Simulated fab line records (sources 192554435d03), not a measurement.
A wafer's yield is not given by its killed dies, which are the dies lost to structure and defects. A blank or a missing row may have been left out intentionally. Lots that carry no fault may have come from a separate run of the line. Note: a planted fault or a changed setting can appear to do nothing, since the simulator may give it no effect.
fab line records -- flow n5Finfet
record: lots: 7, wafers: 21
route steps=1938 shown BEOL_M6@1251 BEOL_M7@1289 BEOL_M8@1332
startH: hours from the record's opening day to when the first of the lot's shown wafers began -- waitH: hours since the lot's step before -- " the same as in the row above -- L1.1+2: a row that stands for several wafers -- - no value, or no start was given -- * or withheld: withheld -- < > ~ a bound
route shown NAME@n: names a module that has steps shown in the file, with the first one's number in the route -- usual: mean and standard deviation over wafers with no fault -- same: alike in all rows -- chamber/n: place in a boat -- sites: the reading at each site -- _std_site: standard deviation across them -- _edge_site: the outer-site mean with the inner-site mean subtracted -- radiusMm: how far each site lies from the wafer's centre -- mask NAME#n: copy n -- behind: the most recent tool/chamber to have shaped the wafer -- hold: what put the lot on hold/how long, in hours/how the hold closed -- device: whichever transistor did not switch (one of n, p or np) -- end of line: tests run on the same wafers once the route is complete -- a step with no rows: only its recipe -- killed: dies lost to structure and defects at the first sort, not the wafer's yield -- map: dies across one wafer; x = killed, . = not, _ = none there
set.NAME: the setting that was run; set.NAME@STEP: the one run at that earlier step -- model.NAME: the simulator's own value behind a step, which no gauge read
lots whose settings were changed on purpose; a table a step, a row a wafer
== steps ==
step: N5_BEOL_M6_ALD_77
recipe: material: TaN, targetThkA: 20, tempC: 275, aldPrecursorFamily: PDMAT, aldCoReactant: NH3, pressureTorr: 3, carrierFlowSccm: 1500, pulseTimeS: 2, purgeTimeS: 3, coReactantPurgeTimeS: 2, coReactantPulseTimeS: 3, aldCycles: 40, precursorVesselTempC: 75, precursorVesselPressureTorr: 26.25, precursorVesselCarrierSccm: 1000
lot.wafer,tool,chamber,startH,waitH,set.aldCycles
L076.3,aldMetal-02,0,212.28,0.1,40
L076.4+6,aldMetal-02,"2,3",212.28,0.1,46
L081.1+2+4,aldMetal-01,"0,3,1",218.88,0.1,40
L080.1,aldMetal-03,1,219.69,0.0,45
L080.3+5,aldMetal-03,"0,3",219.69,0.0,40
L084.2+4,aldMetal-01,"3,1",247.77,0.0,38
L084.3,aldMetal-01,2,247.77,0.0,40
L085.1+2,aldMetal-02,"1,0",254.24,0.1,40
L085.4,aldMetal-02,0,254.24,0.1,42
L093.2+5,aldMetal-03,"3,0",294.35,0.1,43
L093.3,aldMetal-03,1,294.35,0.1,40
L095.1+2+5,aldMetal-01,"1,0,0",313.20,0.0,40
step: N5_BEOL_M6_SURFACE_TREAT_79
recipe: gas: Ar, timeS: *, ionEnergyEv: *, ionCurrentMaCm2: 0.5, pressureMtorr: *, arFlowSccm: 30
step: N5_BEOL_M6_CVD_78
recipe: material: Co, targetThkA: 20, tempC: withheld, precursor: CCTBA/H2, pressureTorr: 30, timeS: 142.3
step: N5_BEOL_M6_ECD_50
recipe: material: Cu, targetThkA: 3000
step: N5_BEOL_M6_ANNEAL_51
recipe: tempC: 225, timeS: 90, ambient: N2
step: N5_BEOL_M6_CMP_52
recipe: stopOn: SiCOH_lowk, tOverpolishS: 6.9, downForcePsi: 1, platenRpm: 50, clearingPlatenDownForcePsi: 1.5, clearingPlatenRpm: 50, postCmpClean: cuAlkaline, targetThkNm: 80, clearingPlatenPadVelocityMS: 0.99484, padVelocityMS: 0.99484
lot.wafer,tool,chamber,startH,waitH,set.biasW@BEOL_M6_TRENCH_ETCH_37,model.Cu_of_BEOL_M6_ECD_50.thkNm
L076.4,cmp-04,1,213.88,0.3,185,82
L076.3,cmp-04,3,213.88,0.3,185,82.8
L076.6,cmp-04,1,213.88,0.3,185,81.6
L081.1,cmp-01,1,219.92,0.3,185,78.2
L081.2,cmp-01,3,219.92,0.3,185,80.4
L081.4,cmp-01,0,219.92,0.3,185,80.6
L080.1,cmp-01,2,220.90,0.3,212,87
L080.3,cmp-01,3,220.90,0.3,212,88.2
L080.5,cmp-01,2,220.90,0.3,185,82.8
L084.4,cmp-01,0,248.91,0.2,185,79.8
L084.3,cmp-01,1,248.91,0.2,185,81.6
L084.2,cmp-01,3,248.91,0.2,199.5,86.2
L085.4,cmp-01,3,255.96,0.1,185,80.6
L085.2,cmp-01,0,255.96,0.1,185,79.8
L085.1,cmp-01,1,255.96,0.1,185,81.2
L093.3,cmp-02,1,295.78,0.2,185,79.6
L093.2,cmp-02,2,295.78,0.2,185,78.2
L093.5,cmp-02,3,295.78,0.2,194.6,79.6
L095.1,cmp-01,1,314.32,0.3,156.1,76
L095.2,cmp-01,2,314.32,0.3,156.1,74.8
L095.5,cmp-01,1,314.32,0.3,185,80
step: N5_BEOL_M6_THK_MEAS_53
recipe: thkMeasGauge: xrf, reads: Cu_of_BEOL_M6_ECD_50
usual: M6_THK: 80.9/2.1
lot.wafer,tool,chamber,startH,waitH,set.biasW@BEOL_M6_TRENCH_ETCH_37,M6_THK[nm]
L076.3,filmMetro-01,-,214.18,-,185,81.9
L076.4,filmMetro-01,-,214.18,-,185,81.4
L076.6,filmMetro-01,-,214.18,-,185,80.9
L081.1,filmMetro-01,-,220.22,-,185,77.8
L081.2,filmMetro-01,-,220.22,-,185,79.9
L081.4,filmMetro-01,-,220.22,-,185,79.7
L080.1,filmMetro-02,-,221.15,-,212,87.5
L080.3,filmMetro-02,-,221.15,-,212,88.6
L080.5,filmMetro-02,-,221.15,-,185,82.8
L084.2,filmMetro-02,-,249.21,-,199.5,87.0
L084.3,filmMetro-02,-,249.21,-,185,82.6
L084.4,filmMetro-02,-,249.21,-,185,80.6
L085.1,filmMetro-01,-,256.25,-,185,80.0
L085.2,filmMetro-01,-,256.25,-,185,78.6
L085.4,filmMetro-01,-,256.25,-,185,79.7
L093.2,filmMetro-02,-,296.00,-,185,78.4
L093.3,filmMetro-02,-,296.00,-,185,80.3
L093.5,filmMetro-02,-,296.00,-,194.6,79.8
L095.1,filmMetro-02,-,314.61,-,156.1,76.1
L095.2,filmMetro-02,-,314.61,-,156.1,74.7
L095.5,filmMetro-02,-,314.61,-,185,80.2
step: N5_BEOL_M6_PRE_CLEAN_55
recipe: gas: NH3, timeS: 15, tempC: withheld, rfPowerW: 300
step: N5_BEOL_M6_DEP_56
recipe: material: SiCN, targetThkA: 100, tempC: withheld, precursor: 3MS/NH3, pressureTorr: 3, rfW: 202, timeS: 17.5
step: N5_BEOL_M6_RS_MEAS_57
recipe: thkMeasGauge: four-point-probe, reads: Cu_of_BEOL_M6_ECD_50+Co_of_BEOL_M6_CVD_78+TaN_of_BEOL_M6_ALD_77
usual: M6_RS: 0.281/0.0084
lot.wafer,tool,chamber,startH,waitH,set.biasW@BEOL_M6_TRENCH_ETCH_37,M6_RS[ohm/sq]
L076.3,filmMetro-01,-,214.31,0.1,185,0.274
L076.4,filmMetro-01,-,214.31,0.1,185,0.278
L076.6,filmMetro-01,-,214.31,0.1,185,0.279
L081.1,filmMetro-01,-,220.35,0.1,185,0.294
L081.2,filmMetro-01,-,220.35,0.1,185,0.285
L081.4,filmMetro-01,-,220.35,0.1,185,0.283
L080.1,filmMetro-01,-,221.28,0.1,212,0.259
L080.3,filmMetro-01,-,221.28,0.1,212,0.255
L080.5,filmMetro-01,-,221.28,0.1,185,0.275
L084.2,filmMetro-01,-,249.34,0.1,199.5,0.262
L084.3,filmMetro-01,-,249.34,0.1,185,0.279
L084.4,filmMetro-01,-,249.34,0.1,185,0.286
L085.1,filmMetro-02,-,256.38,0.1,185,0.281
L085.2,filmMetro-02,-,256.38,0.1,185,0.287
L085.4,filmMetro-02,-,256.38,0.1,185,0.284
L093.2,filmMetro-02,-,296.47,0.4,185,0.293
L093.3,filmMetro-02,-,296.47,0.4,185,0.287
L093.5,filmMetro-02,-,296.47,0.4,194.6,0.287
L095.1,filmMetro-02,-,314.76,0.1,156.1,0.303
L095.2,filmMetro-02,-,314.76,0.1,156.1,0.309
L095.5,filmMetro-02,-,314.76,0.1,185,0.286
step: N5_BEOL_M7_COAT_71
recipe: resist: underlayer, tempC: 205, timeS: 60, spinRpm: 1500, resistThkNm: 5
lot.wafer,tool,chamber,startH,waitH,set.spinRpm
L076.3+4+6,lithoTrack-03,0,-,-,1500
L081.1+2+4,lithoTrack-01,0,-,-,1500
L080.1+3+5,lithoTrack-01,0,-,-,1500
L084.2+4,lithoTrack-01,0,-,-,1420
L084.3,lithoTrack-01,0,-,-,1500
L085.1,lithoTrack-02,0,-,-,1500
L085.2+4,lithoTrack-02,0,-,-,1623
L093.2+5,lithoTrack-02,0,-,-,1424
L093.3,lithoTrack-02,0,-,-,1500
L095.1+2+5,lithoTrack-02,0,-,-,1500
step: N5_BEOL_M7_EXPOSE_25
recipe: maskId: V6, na: 0.33, sourceShape: annular, sigmaInner: 0.4, sigmaOuter: 0.8, polarization: unpolarized, targetCdNm: 40, doseMj: 42.5
lot.wafer,tool,chamber,startH,waitH,mask,set.doseMj
L076.3+6,euvScanner-02,0,217.64,-,V6#0,42.5
L076.4,euvScanner-02,0,217.64,-,V6#0,39.69
L081.1+2+4,euvScanner-02,0,225.71,-,V6#0,42.5
L080.1+5,euvScanner-02,0,227.62,-,V6#0,42.5
L080.3,euvScanner-02,0,227.62,-,V6#0,41.4
L084.2+3+4,euvScanner-02,0,252.30,-,V6#0,42.5
L085.1,euvScanner-02,0,259.26,-,V6#0,40.18
L085.2+4,euvScanner-02,0,259.26,-,V6#0,42.5
L093.2+3+5,euvScanner-01,0,304.38,-,V6#0,42.5
L095.1+2,euvScanner-01,0,318.06,-,V6#0,44.96
L095.5,euvScanner-01,0,318.06,-,V6#0,42.5
step: N5_BEOL_M7_PEB_26
recipe: pebTempC: 100, pebTimeS: 60, resist: CAR-EUV
step: N5_BEOL_M7_DEVELOP_27
recipe: developTimeS: 30, developer: TMAH, resist: CAR-EUV, rinseLiquid: surfactantRinse, dry: airSpin, devTempC: 23
step: N5_BEOL_M7_CD_MEAS_28
recipe: targetCdNm: 40, landingEnergyEv: 500, detector: seInlens
usual: cdNm: 40.11/0.27
lot.wafer,tool,chamber,startH,waitH,set.doseMj@BEOL_M7_EXPOSE_25,cdNm
L076.3,cdSem-02,0,217.77,-,42.5,40.02
L076.4,cdSem-02,0,217.77,-,39.69,39.04
L076.6,cdSem-02,0,217.77,-,42.5,39.96
L081.1,cdSem-02,0,225.84,-,42.5,40.46
L081.2,cdSem-02,0,225.84,-,42.5,39.77
L081.4,cdSem-02,0,225.84,-,42.5,39.91
L080.1,cdSem-01,0,227.75,-,42.5,40.29
L080.3,cdSem-01,0,227.75,-,41.4,39.67
L080.5,cdSem-01,0,227.75,-,42.5,40.64
L084.2,cdSem-01,0,252.43,-,42.5,40.32
L084.3,cdSem-01,0,252.43,-,42.5,39.98
L084.4,cdSem-01,0,252.43,-,42.5,40.52
L085.1,cdSem-03,0,259.39,-,40.18,39.02
L085.2,cdSem-03,0,259.39,-,42.5,39.69
L085.4,cdSem-03,0,259.39,-,42.5,40.02
L093.2,cdSem-01,0,304.51,-,42.5,40.28
L093.3,cdSem-01,0,304.51,-,42.5,40.26
L093.5,cdSem-01,0,304.51,-,42.5,40.10
L095.1,cdSem-01,0,318.19,-,44.96,41.15
L095.2,cdSem-01,0,318.19,-,44.96,41.47
L095.5,cdSem-01,0,318.19,-,42.5,39.83
step: N5_BEOL_M7_DESCUM_33
recipe: chemistry: O2, timeS: 7, sourcePowerW: 50, biasPowerW: 20, pressureMtorr: 20, rfFrequencyHz: 2.712e+07, tempC: 40, resist: CAR-EUV, o2FlowSccm: 225
lot.wafer,tool,chamber,startH,waitH,set.doseMj@BEOL_M7_EXPOSE_25,model.BEOL_M7.cdNm
L076.3+6,rieDiel-02,"0,1",218.33,0.5,42.5,40
L076.4,rieDiel-02,2,218.33,0.5,39.69,38.8
L081.1,rieDiel-02,0,225.99,0.1,42.5,40
L081.2,rieDiel-02,3,225.99,0.1,42.5,39.8
L081.4,rieDiel-02,2,225.99,0.1,42.5,40.2
L080.1,rieDiel-02,3,227.88,0.0,42.5,40.2
L080.3,rieDiel-02,0,227.88,0.0,41.4,39.6
L080.5,rieDiel-02,0,227.88,0.0,42.5,40.4
L084.2+3+4,rieDiel-04,"0,1,2",252.55,0.0,42.5,40.2
L085.1,rieDiel-04,1,259.51,0.0,40.18,39
L085.2,rieDiel-04,3,259.51,0.0,42.5,39.8
L085.4,rieDiel-04,0,259.51,0.0,42.5,40
L093.2+5,rieDiel-06,"3,2",304.63,0.0,42.5,40.2
L093.3,rieDiel-06,1,304.63,0.0,42.5,40
L095.1,rieDiel-06,2,318.31,0.0,44.96,41.4
L095.2,rieDiel-06,3,318.31,0.0,44.96,41.2
L095.5,rieDiel-06,3,318.31,0.0,42.5,40
step: N5_BEOL_M7_ETCH_72
recipe: chemistry: N2/H2, target: underlayer, targetDepthA: 65, maskMaterial: CAR-EUV, timeS: 5.2, ionEnergyEv: 200, pressureMtorr: 30, sourceW: 840, biasW: 150, n2FlowSccm: 200, h2FlowSccm: 200, ends: cleared
lot.wafer,tool,chamber,startH,waitH,set.spinRpm@BEOL_M7_COAT_71,model.etch.depthNm
L076.3,rieDiel-02,0,218.37,0.0,1500,5.006
L076.4,rieDiel-02,2,218.37,0.0,1500,5.016
L076.6,rieDiel-02,1,218.37,0.0,1500,4.982
L081.1,rieDiel-02,0,226.02,0.0,1500,5.015
L081.2,rieDiel-02,3,226.02,0.0,1500,5.024
L081.4,rieDiel-02,2,226.02,0.0,1500,5.01
L080.1,rieDiel-02,3,227.91,0.0,1500,5.006
L080.3,rieDiel-02,0,227.91,0.0,1500,5.026
L080.5,rieDiel-02,0,227.91,0.0,1500,5.023
L084.2,rieDiel-04,0,252.58,0.0,1420,5.143
L084.3,rieDiel-04,1,252.58,0.0,1500,5.013
L084.4,rieDiel-04,2,252.58,0.0,1420,5.168
L085.1,rieDiel-04,1,259.55,0.0,1500,5.019
L085.2,rieDiel-04,3,259.55,0.0,1623,4.828
L085.4,rieDiel-04,0,259.55,0.0,1623,4.823
L093.2,rieDiel-06,3,304.66,0.0,1424,5.136
L093.3,rieDiel-06,1,304.66,0.0,1500,4.997
L093.5,rieDiel-06,2,304.66,0.0,1424,5.139
L095.1,rieDiel-06,2,318.35,0.0,1500,4.984
L095.2,rieDiel-06,3,318.35,0.0,1500,5.004
L095.5,rieDiel-06,3,318.35,0.0,1500,4.989
step: N5_BEOL_M7_ETCH_65
recipe: chemistry: CF4, target: SiARC, targetDepthA: 156, maskMaterial: CAR-EUV, timeS: 26, ionEnergyEv: 80, pressureMtorr: 40, sourceW: 545, biasW: 36, Ar_flow_sccm: 100, cf4FlowSccm: 100, ends: cleared
lot.wafer,tool,chamber,startH,waitH,set.doseMj@BEOL_M7_EXPOSE_25,model.BEOL_M7.cdNm
L076.3,rieDiel-02,0,218.38,0.0,42.5,40
L076.4,rieDiel-02,2,218.38,0.0,39.69,38.8
L076.6,rieDiel-02,1,218.38,0.0,42.5,39.8
L081.1+2+4,rieDiel-02,"0,3,2",226.04,0.0,42.5,40.2
L080.1,rieDiel-02,3,227.93,0.0,42.5,40.6
L080.3,rieDiel-02,0,227.93,0.0,41.4,39.6
L080.5,rieDiel-02,0,227.93,0.0,42.5,40.4
L084.2+4,rieDiel-04,"0,2",252.60,0.0,42.5,40.4
L084.3,rieDiel-04,1,252.60,0.0,42.5,40.2
L085.1,rieDiel-04,1,259.57,0.0,40.18,39.2
L085.2,rieDiel-04,3,259.57,0.0,42.5,39.8
L085.4,rieDiel-04,0,259.57,0.0,42.5,40.2
L093.2+3,rieDiel-06,"3,1",304.68,0.0,42.5,40.2
L093.5,rieDiel-06,2,304.68,0.0,42.5,40.4
L095.1+2,rieDiel-06,"2,3",318.36,0.0,44.96,41.4
L095.5,rieDiel-06,3,318.36,0.0,42.5,40
step: N5_BEOL_M8_ILD_DEP_00
recipe: material: SiCOH_lowk, targetThkA: 1797.5, tempC: 300, precursor: DEMS/porogen, pressureTorr: 5, rfW: 500, timeS: 33.4
lot.wafer,tool,chamber,startH,waitH,set.timeS,model.SiCOH_lowk_of_BEOL_M8_ILD_DEP_00.thkNm
L076.3,pecvd-02,0,221.81,0.0,33.4,175.4
L076.4,pecvd-02,0,221.81,0.0,33.4,178.8
L076.6,pecvd-02,2,221.81,0.0,33.4,180.8
L081.1,pecvd-02,1,230.31,0.0,33.4,180
L081.2,pecvd-02,0,230.31,0.0,33.4,176
L081.4,pecvd-02,1,230.31,0.0,33.4,181.2
L080.1,pecvd-04,0,231.94,0.0,38.02,202.6
L080.3,pecvd-04,1,231.94,0.0,33.4,177.6
L080.5,pecvd-04,0,231.94,0.0,33.4,180.6
L084.2,pecvd-04,2,255.66,0.0,38.15,204.4
L084.3,pecvd-04,1,255.66,0.0,33.4,174
L084.4,pecvd-04,2,255.66,0.0,38.15,204.6
L085.1,pecvd-01,1,263.27,0.0,37.25,196
L085.2+4,pecvd-01,"2,1",263.27,0.0,33.4,178.4
L093.2,pecvd-01,1,307.82,0.0,33.4,175.4
L093.3,pecvd-01,2,307.82,0.0,30,161.4
L093.5,pecvd-01,0,307.82,0.0,30,164.8
L095.1,pecvd-01,2,322.96,0.0,33.4,179.6
L095.2,pecvd-01,1,322.96,0.0,33.4,177.2
L095.5,pecvd-01,0,322.96,0.0,33.4,182.2
step: N5_BEOL_M8_CURE_74
recipe: tempC: 385, timeS: 240, ambient: He/Ar, material: SiCOH_lowk
lot.wafer,tool,chamber,startH,waitH,set.timeS@BEOL_M8_ILD_DEP_00,model.SiCOH_lowk_of_BEOL_M8_ILD_DEP_00.thkNm
L076.3,uvCure-03,2,222.77,0.9,33.4,151.2
L076.4,uvCure-03,2,222.77,0.9,33.4,154.2
L076.6,uvCure-03,2,222.77,0.9,33.4,156
L081.1,uvCure-02,1,230.37,0.0,33.4,155.2
L081.2,uvCure-02,1,230.37,0.0,33.4,151.8
L081.4,uvCure-02,1,230.37,0.0,33.4,156.2
L080.1,uvCure-02,0,232.50,0.5,38.02,174.8
L080.3,uvCure-02,0,232.50,0.5,33.4,153.2
L080.5,uvCure-02,0,232.50,0.5,33.4,155.8
L084.2+4,uvCure-01,2,255.81,0.1,38.15,176.6
L084.3,uvCure-01,2,255.81,0.1,33.4,150
L085.1,uvCure-01,2,263.34,0.0,37.25,169.2
L085.2+4,uvCure-01,2,263.34,0.0,33.4,153.8
L093.2,uvCure-03,0,307.96,0.1,33.4,151.2
L093.3,uvCure-03,0,307.96,0.1,30,139
L093.5,uvCure-03,0,307.96,0.1,30,142
L095.1,uvCure-02,0,323.03,0.0,33.4,154.8
L095.2,uvCure-02,0,323.03,0.0,33.4,152.8
L095.5,uvCure-02,0,323.03,0.0,33.4,157.2
step: N5_BEOL_M8_THK_MEAS_01
recipe: reads: SiCOH_lowk_of_BEOL_M8_ILD_DEP_00
usual: M8_ILD_THK: 154.6/1.9
lot.wafer,tool,chamber,startH,waitH,set.timeS@BEOL_M8_ILD_DEP_00,M8_ILD_THK[nm]
L076.3,filmMetro-01,-,223.13,0.3,33.4,151.1
L076.4,filmMetro-01,-,223.13,0.3,33.4,154.3
L076.6,filmMetro-01,-,223.13,0.3,33.4,155.9
L081.1,filmMetro-01,-,231.36,0.8,33.4,155.4
L081.2,filmMetro-01,-,231.36,0.8,33.4,151.8
L081.4,filmMetro-01,-,231.36,0.8,33.4,156.3
L080.1,filmMetro-01,-,233.49,0.8,38.02,174.9
L080.3,filmMetro-01,-,233.49,0.8,33.4,153.0
L080.5,filmMetro-01,-,233.49,0.8,33.4,155.7
L084.2,filmMetro-02,-,256.24,0.4,38.15,176.7
L084.3,filmMetro-02,-,256.24,0.4,33.4,149.9
L084.4,filmMetro-02,-,256.24,0.4,38.15,176.6
L085.1,filmMetro-02,-,263.85,0.4,37.25,169.1
L085.2,filmMetro-02,-,263.85,0.4,33.4,153.8
L085.4,filmMetro-02,-,263.85,0.4,33.4,154.0
L093.2,filmMetro-02,-,308.40,0.4,33.4,151.2
L093.3,filmMetro-02,-,308.40,0.4,30,139.1
L093.5,filmMetro-02,-,308.40,0.4,30,142.0
L095.1,filmMetro-02,-,324.02,0.8,33.4,154.9
L095.2,filmMetro-02,-,324.02,0.8,33.4,152.7
L095.5,filmMetro-02,-,324.02,0.8,33.4,157.0
step: N5_BEOL_M8_EXPOSE_08
recipe: maskId: M8, na: 1.35, sourceShape: dipole, sigmaInner: 0.817, sigmaOuter: 0.97, polarization: te, doseMj: 68.25
lot.wafer,tool,chamber,startH,waitH,mask,set.doseMj
L076.3+4+6,arfiScanner-01,0,224.62,-,M8#0,68.25
L081.1+2+4,arfiScanner-02,0,232.26,-,M8#0,68.25
L080.1+3+5,arfiScanner-01,0,235.34,-,M8#0,68.25
L084.2+3+4,arfiScanner-02,0,257.13,-,M8#0,68.25
L085.1+2+4,arfiScanner-01,0,266.95,-,M8#0,68.25
L093.2,arfiScanner-01,0,309.65,-,M8#0,69.68
L093.3+5,arfiScanner-01,0,309.65,-,M8#0,68.25
L095.1+5,arfiScanner-03,0,325.82,-,M8#0,70.41
L095.2,arfiScanner-03,0,325.82,-,M8#0,68.25
step: N5_BEOL_M8_PEB_09
recipe: pebTempC: withheld, pebTimeS: 60, resist: CAR-ArF
step: N5_BEOL_M8_DEVELOP_10
recipe: developTimeS: 30, developer: TMAH, resist: CAR-ArF, rinseLiquid: diw, dry: airSpin, devTempC: 23
step: N5_BEOL_M8_CD_MEAS_11
recipe: targetCdNm: 38.5, landingEnergyEv: 500, detector: seInlens, polarity: opening
usual: cdNm: 38.4/0.5
lot.wafer,tool,chamber,startH,waitH,set.doseMj@BEOL_M8_EXPOSE_08,cdNm
L076.3,cdSem-02,0,224.74,-,68.25,39.1
L076.4,cdSem-02,0,224.74,-,68.25,39.1
L076.6,cdSem-02,0,224.74,-,68.25,39.2
L081.1,cdSem-03,0,232.39,-,68.25,38.7
L081.2,cdSem-03,0,232.39,-,68.25,39.5
L081.4,cdSem-03,0,232.39,-,68.25,39.4
L080.1,cdSem-02,0,235.47,-,68.25,38.6
L080.3,cdSem-02,0,235.47,-,68.25,38.6
L080.5,cdSem-02,0,235.47,-,68.25,39.0
L084.2,cdSem-03,0,257.26,-,68.25,38.1
L084.3,cdSem-03,0,257.26,-,68.25,38.1
L084.4,cdSem-03,0,257.26,-,68.25,38.1
L085.1,cdSem-03,0,267.08,-,68.25,38.1
L085.2,cdSem-03,0,267.08,-,68.25,37.9
L085.4,cdSem-03,0,267.08,-,68.25,37.9
L093.2,cdSem-01,0,309.77,-,69.68,39.4
L093.3,cdSem-01,0,309.77,-,68.25,38.1
L093.5,cdSem-01,0,309.77,-,68.25,38.4
L095.1,cdSem-02,0,325.95,-,70.41,40.5
L095.2,cdSem-02,0,325.95,-,68.25,38.6
L095.5,cdSem-02,0,325.95,-,70.41,40.3
step: N5_BEOL_M8_STRIP_68
recipe: chemistry: N2/H2, tempC: 40, n2FlowSccm: 200, h2FlowSccm: 200, rfFrequencyHz: 6e+07
step: N5_BEOL_M8_STRIP_67
recipe: chemistry: CF4, resist: SiARC, powerW: 300, biasPowerW: 75, pressureMtorr: 50, cf4FlowSccm: 150, rfFrequencyHz: 6e+07
step: N5_BEOL_M8_HM_OPEN_17
recipe: chemistry: Cl2/BCl3, targetDepthA: 200, overetchA: 60, target: TiN, maskMaterial: SOC, ionEnergyEv: 150, pressureMtorr: 10, icpW: 1000, biasW: 126, Cl2_flow_sccm: 53.25, bcl3FlowSccm: 21.75, Ar_flow_sccm: 25
lot.wafer,tool,chamber,startH,waitH,set.doseMj@BEOL_M8_EXPOSE_08,model.BEOL_M8.cdOffsetNm
L076.3,rieMetal-01,0,225.67,0.1,68.25,0.2
L076.4,rieMetal-01,1,225.67,0.1,68.25,0
L076.6,rieMetal-01,0,225.67,0.1,68.25,-0.4
L081.1+4,rieMetal-03,"1,0",232.79,0.0,68.25,0.2
L081.2,rieMetal-03,0,232.79,0.0,68.25,1
L080.1,rieMetal-01,0,235.83,0.0,68.25,-0.4
L080.3,rieMetal-01,0,235.83,0.0,68.25,0
L080.5,rieMetal-01,0,235.83,0.0,68.25,0.2
L084.2+4,rieMetal-03,"0,1",257.62,0.0,68.25,-0.2
L084.3,rieMetal-03,0,257.62,0.0,68.25,-0.6
L085.1,rieMetal-02,0,267.45,0.0,68.25,-0.2
L085.2,rieMetal-02,1,267.45,0.0,68.25,-0.6
L085.4,rieMetal-02,0,267.45,0.0,68.25,-1
L093.2,rieMetal-03,0,310.31,0.0,69.68,1.4
L093.3,rieMetal-03,0,310.31,0.0,68.25,-0.4
L093.5,rieMetal-03,1,310.31,0.0,68.25,-0.2
L095.1,rieMetal-01,1,326.49,0.0,70.41,2
L095.2,rieMetal-01,0,326.49,0.0,68.25,0
L095.5,rieMetal-01,1,326.49,0.0,70.41,1.8
step: N5_BEOL_M8_STRIP_19
recipe: chemistry: O2, powerW: 400, tempC: 40, pressureMtorr: 30, rfFrequencyHz: 6e+07, biasPowerW: 0, overashFraction: 0.2, o2FlowSccm: 225
step: N5_BEOL_M8_PRECLEAN_42
recipe: chemistry: residueRemover, timeS: 60, tempC: 40
step: N5_BEOL_M8_SRD_43
recipe: timeS: 30, tempC: 23, rinseLiquid: diw, dry: ipaMarangoni
step: N5_BEOL_M8_CD_MEAS_35
recipe: targetCdNm: 40, polarity: opening
usual: cdNm: 39.8/0.56
lot.wafer,tool,chamber,startH,waitH,set.doseMj@BEOL_M8_EXPOSE_08,cdNm
L076.3,cdSem-01,-,229.04,0.0,68.25,40.0
L076.4,cdSem-01,-,229.04,0.0,68.25,39.7
L076.6,cdSem-01,-,229.04,0.0,68.25,39.6
L081.1,cdSem-03,-,234.65,0.0,68.25,40.3
L081.2,cdSem-03,-,234.65,0.0,68.25,41.1
L081.4,cdSem-03,-,234.65,0.0,68.25,40.2
L080.1,cdSem-03,-,238.32,0.0,68.25,39.6
L080.3,cdSem-03,-,238.32,0.0,68.25,40.0
L080.5,cdSem-03,-,238.32,0.0,68.25,40.0
L084.2,cdSem-02,-,260.38,0.0,68.25,39.6
L084.3,cdSem-02,-,260.38,0.0,68.25,39.6
L084.4,cdSem-02,-,260.38,0.0,68.25,39.7
L085.1,cdSem-02,-,269.44,0.0,68.25,39.8
L085.2,cdSem-02,-,269.44,0.0,68.25,39.3
L085.4,cdSem-02,-,269.44,0.0,68.25,39.0
L093.2,cdSem-03,-,311.98,0.0,69.68,41.7
L093.3,cdSem-03,-,311.98,0.0,68.25,40.1
L093.5,cdSem-03,-,311.98,0.0,68.25,39.7
L095.1,cdSem-02,-,327.82,0.0,70.41,42.1
L095.2,cdSem-02,-,327.82,0.0,68.25,40.0
L095.5,cdSem-02,-,327.82,0.0,70.41,41.5
== key ==
split: step: N5_BEOL_M6_ALD_77, setting: aldCycles, stated: 40, by: wafer
response none clear
split: step: N5_BEOL_M7_COAT_71, setting: spinRpm, stated: 1500, by: wafer
response: step: N5_BEOL_M7_ETCH_72, reading: model.etch.depthNm, change: -0.0252, per: 1%, r: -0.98
split: step: N5_BEOL_M7_EXPOSE_25, setting: doseMj, stated: 42.5, by: wafer
response: step: N5_BEOL_M7_CD_MEAS_28, reading: cdNm, change: +0.189, per: 1%, r: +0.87
response: step: N5_BEOL_M7_DESCUM_33, reading: model.BEOL_M7.cdNm, change: +0.195, per: 1%, r: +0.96
response: step: N5_BEOL_M7_ETCH_65, reading: model.BEOL_M7.cdNm, change: +0.194, per: 1%, r: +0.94
split: step: N5_BEOL_M8_ILD_DEP_00, setting: timeS, stated: 33.4, by: wafer
response: step: N5_BEOL_M8_ILD_DEP_00, reading: model.SiCOH_lowk_of_BEOL_M8_ILD_DEP_00.thkNm, change: +1.73, per: 1%, r: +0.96
response: step: N5_BEOL_M8_CURE_74, reading: model.SiCOH_lowk_of_BEOL_M8_ILD_DEP_00.thkNm, change: +1.5, per: 1%, r: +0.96
response: step: N5_BEOL_M8_THK_MEAS_01, reading: M8_ILD_THK, change: +1.5, per: 1%, r: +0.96
split: step: N5_BEOL_M8_EXPOSE_08, setting: doseMj, stated: 68.25, by: wafer
response: step: N5_BEOL_M8_CD_MEAS_11, reading: cdNm, change: +0.579, per: 1%, r: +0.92
response: step: N5_BEOL_M8_HM_OPEN_17, reading: model.BEOL_M8.cdOffsetNm, change: +0.665, per: 1%, r: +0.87
response: step: N5_BEOL_M8_CD_MEAS_35, reading: cdNm, change: +0.662, per: 1%, r: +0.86
split outsideThisFile step=N5_BEOL_M6_TRENCH_ETCH_37 setting=biasW
split outsideThisFile: this setting was split too, and the file shows its column; the key of that split is in another file
